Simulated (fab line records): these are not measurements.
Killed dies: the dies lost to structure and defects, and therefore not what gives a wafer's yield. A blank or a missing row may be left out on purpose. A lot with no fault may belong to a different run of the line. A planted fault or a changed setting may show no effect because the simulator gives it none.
fab line records -- flow n5Finfet
record lots=6, wafers=18, lastDay=15
route steps=1938 shown BEOL_M12@1625
lots that met no fault: taken from a fault-free run of the same line
startH: hours from the record's opening day to when the first of the lot's shown wafers began -- waitH: hours since the lot's step before -- " same as the row above -- L1.1+2: a row that stands for several wafers -- - value missing, or start not given -- * or withheld: withheld -- < > ~ a bound
route shown NAME@n: NAME is a module with steps in the file, n the number in the route of the first one -- usual: average and standard deviation across the fault-free wafers -- same: alike in all rows -- chamber/n: place in a boat -- sites: each site's reading -- _std_site: the standard deviation of these -- _edge_site: inner sites' mean taken away from outer sites' mean -- radiusMm: how far each site lies from the wafer's centre -- mask NAME#n: copy n -- behind: tool/chamber where the wafer was last shaped -- hold: why the lot went on hold/how many hours it stayed there/how the hold came to an end -- device: the n, p or np transistor that did not switch -- end of line: tests of these same wafers at the route's end -- a step without rows: its recipe alone -- killed: at the first sort, the dies lost to defects and structure; wafer yield is something else -- map: shows each die of a wafer: x if killed, . if not, _ if none is there
set.NAME: the run value of the setting; set.NAME@STEP: its run value at that earlier step -- model.NAME: the simulator's own value behind a step, which no gauge read
a table for each step, a row for each wafer; lots at some steps of the route
services: the hour from which a tool's chamber was out of use, counted from the record's first day as startH (under 0 if before that day), plus the number of hours and why
## steps
# step N5_BEOL_M12_COAT_22
# recipe spinRpm=2888, resistThkNm=300
# step N5_BEOL_M12_EBR_24
# recipe solvent=PGMEA, ebrWidthMm=1.5
# step N5_BEOL_M12_SOFTBAKE_23
# recipe tempC=130, timeS=60
# step N5_BEOL_M12_EXPOSE_25
# recipe maskId=M12, na=0.93, sourceShape=conventional, sigmaOuter=0.4, polarization=unpolarized, doseMj=21.8
# step N5_BEOL_M12_PEB_26
# recipe pebTempC=130, pebTimeS=90
# step N5_BEOL_M12_DEVELOP_27
# recipe developTimeS=45, rinseLiquid=diw, dry=airSpin, devTempC=21
# step N5_BEOL_M12_HARDBAKE_32
# recipe tempC=130, timeS=120
# step N5_BEOL_M12_CD_MEAS_28
# recipe targetCdNm=160.2, landingEnergyEv=500, detector=seInlens, polarity=opening
# usual cdNm=160.6/1.6
lot.wafer,tool,chamber,startH,waitH,cdNm
L101.1,cdSem-03,0,240.72,-,161.1
L101.2,cdSem-03,0,240.72,-,159.9
L101.5,cdSem-03,0,240.72,-,161.1
L102.1,cdSem-01,0,247.52,-,159.2
L102.3,cdSem-01,0,247.52,-,162.5
L102.4,cdSem-01,0,247.52,-,158.8
L103.2,cdSem-01,0,253.22,-,158.4
L103.4,cdSem-01,0,253.22,-,161.0
L103.5,cdSem-01,0,253.22,-,159.3
L111.1,cdSem-02,0,292.67,-,159.9
L111.4,cdSem-02,0,292.67,-,159.5
L111.6,cdSem-02,0,292.67,-,162.3
L112.1,cdSem-01,0,303.73,-,158.8
L112.2,cdSem-01,0,303.73,-,160.3
L112.6,cdSem-01,0,303.73,-,158.4
L113.2,cdSem-03,0,319.61,-,160.1
L113.4,cdSem-03,0,319.61,-,161.7
L113.6,cdSem-03,0,319.61,-,161.2
# step N5_BEOL_M12_OVL_MEAS_29
# recipe pointsPerWafer=44
# usual M12_OVL=-1/5.3
lot.wafer,tool,chamber,startH,waitH,M12_OVL[nm]
L101.1,overlay-01,0,240.75,0.0,-1
L101.2,overlay-01,0,240.75,0.0,-9
L101.5,overlay-01,0,240.75,0.0,1
L102.1,overlay-02,0,247.55,0.0,2
L102.3,overlay-02,0,247.55,0.0,-3
L102.4,overlay-02,0,247.55,0.0,4
L103.2,overlay-01,0,253.25,0.0,8
L103.4,overlay-01,0,253.25,0.0,3
L103.5,overlay-01,0,253.25,0.0,2
L111.1,overlay-01,0,292.70,0.0,0
L111.4,overlay-01,0,292.70,0.0,1
L111.6,overlay-01,0,292.70,0.0,-1
L112.1,overlay-02,0,303.76,0.0,6
L112.2,overlay-02,0,303.76,0.0,10
L112.6,overlay-02,0,303.76,0.0,3
L113.2,overlay-02,0,319.64,0.0,-11
L113.4,overlay-02,0,319.64,0.0,-6
L113.6,overlay-02,0,319.64,0.0,-8
# step N5_BEOL_M12_INSPECT_30
# recipe mode=adi, inspectInstrument=macro
# usual rawDefectCount=2.1/1.5
lot.wafer,tool,chamber,startH,waitH,rawDefectCount
L101.1,defectInspect-01,-,240.78,0.0,3
L101.2,defectInspect-01,-,240.78,0.0,3
L101.5,defectInspect-01,-,240.78,0.0,0
L102.1,defectInspect-02,-,247.58,0.0,4
L102.3,defectInspect-02,-,247.58,0.0,3
L102.4,defectInspect-02,-,247.58,0.0,1
L103.2,defectInspect-02,-,253.27,0.0,1
L103.4,defectInspect-02,-,253.27,0.0,1
L103.5,defectInspect-02,-,253.27,0.0,2
L111.1,defectInspect-01,-,292.72,0.0,1
L111.4,defectInspect-01,-,292.72,0.0,0
L111.6,defectInspect-01,-,292.72,0.0,2
L112.1,defectInspect-01,-,303.79,0.0,1
L112.2,defectInspect-01,-,303.79,0.0,2
L112.6,defectInspect-01,-,303.79,0.0,2
L113.2,defectInspect-01,-,319.66,0.0,2
L113.4,defectInspect-01,-,319.66,0.0,2
L113.6,defectInspect-01,-,319.66,0.0,3
# step N5_BEOL_M12_DESCUM_33
# recipe chemistry=O2, timeS=7.9, sourcePowerW=50, biasPowerW=20, pressureMtorr=20, rfFrequencyHz=2.712e+07, tempC=40, o2FlowSccm=225
# usual drypumpMotorCurrentA=5.7/0.48, oesProductAu=0.77/0.079, rfVppV=243.5/1.1, showerheadPlenumPTorr=2.11/0.05, throttleValvePct=20.6/0.34
lot.wafer,tool,chamber,startH,waitH,drypumpMotorCurrentA,oesProductAu,rfHoursCounterH,rfVppV,showerheadPlenumPTorr,throttleValvePct
L101.1,rieDiel-05,3,240.81,0.0,5.5,0.79,113,245.6,2.22,20.4
L101.2,rieDiel-05,2,240.81,0.0,4.9,0.72,207,245.3,2.16,20.2
L101.5,rieDiel-05,2,240.81,0.0,4.9,0.72,-,242.7,2.16,20.2
L102.1,rieDiel-05,3,247.61,0.0,5.5,0.78,116,244.7,2.22,20.4
L102.3,rieDiel-05,2,247.61,0.0,4.9,0.72,210,243.3,2.16,20.2
L102.4,rieDiel-05,0,247.61,0.0,5.5,0.77,144,244.1,2.10,20.7
L103.2,rieDiel-05,0,253.39,0.1,5.5,0.76,147,242.9,2.10,20.7
L103.4,rieDiel-05,1,253.39,0.1,6.2,0.80,114,242.4,2.11,20.6
L103.5,rieDiel-05,0,253.39,0.1,5.5,0.76,-,243.0,2.10,20.8
L111.1,rieDiel-02,0,292.91,0.2,6.5,0.81,99,244.3,2.18,20.4
L111.4,rieDiel-02,3,292.91,0.2,5.8,0.73,162,242.9,2.09,20.8
L111.6,rieDiel-02,1,292.91,0.2,6.3,0.95,-,241.7,2.04,19.8
L112.1,rieDiel-02,1,304.49,0.7,6.3,0.93,12,243.6,2.04,19.8
L112.2,rieDiel-02,0,304.49,0.7,6.5,0.81,103,245.6,2.18,20.4
L112.6,rieDiel-02,1,304.49,0.7,6.3,0.94,-,242.3,2.04,19.8
L113.2,rieDiel-05,2,319.70,0.0,4.9,0.70,237,243.6,2.15,20.2
L113.4,rieDiel-05,0,319.70,0.0,5.5,0.74,171,243.4,2.09,20.8
L113.6,rieDiel-05,3,319.70,0.0,5.5,0.77,-,244.3,2.21,20.5
# step N5_BEOL_M12_ETCH_67
# recipe chemistry=CF4, target=SiARC, targetDepthA=1430, timeS=238.3, ionEnergyEv=80, pressureMtorr=40, sourceW=545, biasW=36, Ar_flow_sccm=100, cf4FlowSccm=100, ends=cleared
# usual drypumpMotorCurrentA=5.7/0.48, etchRfOnTimeS=237/5, mfcArSccm=100.02/0.29, oesProductAu=0.66/0.069, rfVppV=184.1/0.97, showerheadPlenumPTorr=2.16/0.042, throttleValvePct=15.7/0.31
lot.wafer,tool,chamber,startH,waitH,drypumpMotorCurrentA,etchRfOnTimeS,mfcArSccm,oesProductAu,rfHoursCounterH,rfVppV,showerheadPlenumPTorr,throttleValvePct
L101.1,rieDiel-05,3,240.85,0.0,5.4,240,100.46,0.67,114,185.4,2.24,15.4
L101.2,rieDiel-05,2,240.85,0.0,4.9,241,100.12,0.61,207,185.0,2.20,15.5
L101.5,rieDiel-05,2,240.85,0.0,4.9,240,99.94,0.62,-,184.8,2.20,15.4
L102.1,rieDiel-05,3,247.64,0.0,5.5,244,99.88,0.66,116,184.5,2.23,15.4
L102.3,rieDiel-05,2,247.64,0.0,4.9,244,99.79,0.60,210,184.6,2.20,15.5
L102.4,rieDiel-05,0,247.64,0.0,5.5,232,99.92,0.65,144,181.5,2.15,15.9
L103.2,rieDiel-05,0,253.43,0.0,5.5,232,100.02,0.65,147,183.4,2.15,15.9
L103.4,rieDiel-05,1,253.43,0.0,6.2,239,100.12,0.69,114,184.2,2.16,15.7
L103.5,rieDiel-05,0,253.43,0.0,5.5,229,99.78,0.65,-,181.9,2.15,15.9
L111.1,rieDiel-02,0,292.95,0.0,6.6,234,100.17,0.69,99,186.6,2.23,15.6
L111.4,rieDiel-02,3,292.95,0.0,5.9,232,100.22,0.63,162,183.7,2.14,16.0
L111.6,rieDiel-02,1,292.95,0.0,6.3,231,99.59,0.81,-,184.1,2.10,15.0
L112.1,rieDiel-02,1,304.52,0.0,6.3,235,100.45,0.81,12,183.6,2.10,15.0
L112.2,rieDiel-02,0,304.52,0.0,6.5,235,100.13,0.69,103,184.6,2.23,15.6
L112.6,rieDiel-02,1,304.52,0.0,6.3,234,100.39,0.80,-,185.6,2.10,15.0
L113.2,rieDiel-05,2,319.73,0.0,4.9,242,99.89,0.59,237,184.4,2.19,15.5
L113.4,rieDiel-05,0,319.73,0.0,5.5,229,99.64,0.64,171,182.8,2.14,15.9
L113.6,rieDiel-05,3,319.73,0.0,5.5,240,99.68,0.66,-,184.5,2.23,15.5
# step N5_BEOL_M12_ETCH_68
# recipe chemistry=N2/H2, target=SOC, maskMaterial=SiARC, sourceW=3000, biasW=350, tempC=40, timeS=285, ionEnergyEv=200, pressureMtorr=30, n2FlowSccm=200, h2FlowSccm=200
# usual drypumpMotorCurrentA=5.7/0.47, oesProductAu=0.77/0.081, rfVppV=524.3/1.7, runLengthS=308.4/0.49, showerheadPlenumPTorr=2.56/0.061, throttleValvePct=17.87/0.28
lot.wafer,tool,chamber,startH,waitH,drypumpMotorCurrentA,oesProductAu,rfHoursCounterH,rfVppV,runLengthS,showerheadPlenumPTorr,throttleValvePct,model.SiARC_of_BEOL_M12_COAT_66.thkNm
L101.1,rieDiel-05,3,240.99,0.1,5.5,0.80,114,527.7,308.5,2.65,17.59,85.4
L101.2,rieDiel-05,2,240.99,0.1,4.9,0.71,208,526.0,308.7,2.63,17.62,85.8
L101.5,rieDiel-05,2,240.99,0.1,4.9,0.72,-,527.2,308.8,2.63,17.62,85.4
L102.1,rieDiel-05,3,247.79,0.1,5.5,0.79,116,527.0,308.3,2.65,17.57,86.4
L102.3,rieDiel-05,2,247.79,0.1,4.9,0.72,210,525.7,358.7,2.63,17.62,82
L102.4,rieDiel-05,0,247.79,0.1,5.5,0.76,144,523.3,308.3,2.53,17.87,85.8
L103.2,rieDiel-05,0,253.58,0.1,5.5,0.75,147,523.1,307.9,2.53,17.88,85.6
L103.4,rieDiel-05,1,253.58,0.1,6.2,0.79,114,524.8,308.4,2.55,17.97,86.4
L103.5,rieDiel-05,0,253.58,0.1,5.5,0.76,-,524.0,358.4,2.53,17.90,81.4
L111.1,rieDiel-02,0,293.10,0.1,6.5,0.81,99,526.8,307.9,2.69,17.98,85.4
L111.4,rieDiel-02,3,293.10,0.1,5.8,0.73,162,523.4,308.4,2.54,18.21,85.6
L111.6,rieDiel-02,1,293.10,0.1,6.3,0.96,-,523.3,308.1,2.51,17.27,85
L112.1,rieDiel-02,1,304.67,0.1,6.3,0.95,13,522.7,307.5,2.50,17.27,85.8
L112.2,rieDiel-02,0,304.67,0.1,6.5,0.81,103,526.9,308.2,2.69,18.02,86.2
L112.6,rieDiel-02,1,304.67,0.1,6.3,0.94,-,522.4,307.7,2.51,17.26,85.4
L113.2,rieDiel-05,2,319.88,0.1,4.9,0.70,238,525.7,308.9,2.62,17.66,86
L113.4,rieDiel-05,0,319.88,0.1,5.5,0.73,171,523.0,308.2,2.52,17.92,85.6
L113.6,rieDiel-05,3,319.88,0.1,5.5,0.77,-,526.0,308.3,2.64,17.62,86.2
# step N5_BEOL_M12_STRIP_69
# recipe chemistry=N2/H2, tempC=40, n2FlowSccm=200, h2FlowSccm=200, rfFrequencyHz=6e+07
## services
tool,chamber,startH,hours,kind
rieDiel-02,2,226.34,13.2,repair
rieDiel-02,1,251.75,-,clean
rieDiel-02,1,251.75,-,consumableReplace:focusRing
rieDiel-02,1,251.75,19.5,scheduledDown
rieDiel-02,1,251.75,19.5,ventCycle
rieDiel-05,3,300.97,6.5,repair
rieDiel-02,0,313.14,13.1,repair
## key
firstSign step=N5_BEOL_M12_ETCH_68, reading=runLengthS, direction=up, sigmas=99+, usual=*, struck=*
effect none on later readings
modelEffect step=N5_BEOL_M12_ETCH_68, value=SiARC_of_BEOL_M12_COAT_66.thkNm, without=85.9, struck=81.7
metAt N5_BEOL_M12_ETCH_68
struckWafers L102.3,L103.5
onsetBetween 240.99 247.79
fault kind=processParameterDrift, tool=rieDiel-05, chamber=-, onsetH=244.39, steps=N5_BEOL_M12_ETCH_68, channel=timeS, offset=*, shape=step, endH=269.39, scope=struckWafersOnly, actsIn=*, stated=*
